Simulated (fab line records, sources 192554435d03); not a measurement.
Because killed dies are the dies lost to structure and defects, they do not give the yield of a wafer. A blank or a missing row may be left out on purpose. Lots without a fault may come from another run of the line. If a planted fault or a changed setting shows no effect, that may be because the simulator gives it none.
Matching of chambers	flow n5_finfet	rie_diel-03 running N5_BEOL_M8_ETCH_62: 4 sister chambers
The step etches SOC in N2/H2, target depth 110 nm, overetch 22 nm, time 165 s. 4 wafers are shown with their chamber, then 7 later ones without.

EACH WAFER AND ITS CHAMBER
wafer	chamber	showerhead_plenum_p_Torr (Torr)
L080.2	2	2.62
L086.2	3	2.40
L084.1	1	2.41
L084.4	0	2.47

WAFERS WHOSE CHAMBER IS MISSING
wafer	showerhead_plenum_p_Torr (Torr)
L084.5	2.61
L094.2	2.41
L094.3	2.47
L094.4	2.39
L096.1	2.39
L096.2	2.47
L096.5	2.39

WHICH CHAMBER EACH ONE RAN IN
wafer	from the rows above	in truth
L084.5	2	2
L094.2	can't be placed: 1 or 3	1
L094.3	0	0
L094.4	can't be placed: 3 or 1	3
L096.1	can't be placed: 3 or 1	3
L096.2	0	0
L096.5	can't be placed: 3 or 1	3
Correct placement for 3 of the 7. From these rows, 4 cannot be placed; in 4 the true chamber is one of the candidates. Number placed wrongly: 0.
How it was worked out, from the rows above alone: a wafer's distance from a chamber is the root of the sum, over the readings, of the square of ((its reading less the chamber's mean) divided by the reading's scatter). The wafer belongs to the nearest chamber; if the next one is less than 2 further off, it can't be placed. For every chamber, the mean is computed from those of its wafers that are shown. The scatter (one wafer shown for each chamber): square how far every hidden wafer sits from the nearest shown wafer, average those squares and take the square root.
